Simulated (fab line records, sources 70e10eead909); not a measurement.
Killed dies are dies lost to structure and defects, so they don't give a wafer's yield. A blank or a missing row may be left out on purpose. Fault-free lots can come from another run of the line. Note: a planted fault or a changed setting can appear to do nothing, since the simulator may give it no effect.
Chamber matching / flow nand harc / NHARC_A_CHANNEL_FILL_D2_ALD_14 on ald hk-02 has 4 sister chambers
The step deposits SiO2, target thk 2.5 nm, pulse time 10 s, ald cycles 25. 8 wafers are shown with their chamber, then 7 later ones without.

== EACH WAFER AND ITS CHAMBER ==
wafer=L075.5; chamber=2; heater power w (W)=452; precursor pulse height rel=0.975
wafer=L075.1; chamber=2; heater power w (W)=453; precursor pulse height rel=0.999
wafer=L078.2; chamber=1; heater power w (W)=514; precursor pulse height rel=0.987
wafer=L090.1; chamber=0; heater power w (W)=535; precursor pulse height rel=0.991
wafer=L090.3; chamber=1; heater power w (W)=488; precursor pulse height rel=0.992
wafer=L090.4; chamber=3; heater power w (W)=511; precursor pulse height rel=0.963
wafer=L092.1; chamber=3; heater power w (W)=508; precursor pulse height rel=1.015
wafer=L092.2; chamber=0; heater power w (W)=531; precursor pulse height rel=0.988

== WAFERS WHOSE CHAMBER IS MISSING ==
wafer=L092.4; heater power w (W)=457; precursor pulse height rel=0.998
wafer=L097.2; heater power w (W)=505; precursor pulse height rel=0.995
wafer=L097.3; heater power w (W)=535; precursor pulse height rel=1.041
wafer=L097.4; heater power w (W)=527; precursor pulse height rel=1.019
wafer=L097.1; heater power w (W)=457; precursor pulse height rel=1.023
wafer=L097.5; heater power w (W)=450; precursor pulse height rel=0.981
wafer=L097.6; heater power w (W)=490; precursor pulse height rel=0.970

== EACH ONE'S CHAMBER ==
wafer=L092.4; from the rows above=2; in truth=2
wafer=L097.2; from the rows above=can't be placed: 1 or 3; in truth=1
wafer=L097.3; from the rows above=can't be placed: 0 or 3 or 1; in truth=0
wafer=L097.4; from the rows above=can't be placed: 0 or 3 or 1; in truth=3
wafer=L097.1; from the rows above=2; in truth=2
wafer=L097.5; from the rows above=2; in truth=2
wafer=L097.6; from the rows above=can't be placed: 1 or 3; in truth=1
Placed correctly: 3 of 7. Not placeable from these rows: 4 (in 4, the candidates include the true chamber). Number placed wrongly: 0.
How it was worked out, from the rows above alone: a wafer's distance from a chamber is the root of the sum, over the readings, of the square of ((its reading less the chamber's mean) divided by the reading's scatter). If the next closest chamber is less than 2 further off than the closest, the wafer can't be placed; otherwise it belongs to the closest. Each chamber's mean is taken over the wafers shown for it. The scatter is the square root of a quotient: the sum, over the shown wafers, of each reading's squared deviation from its chamber's mean, divided by wafers minus chambers.
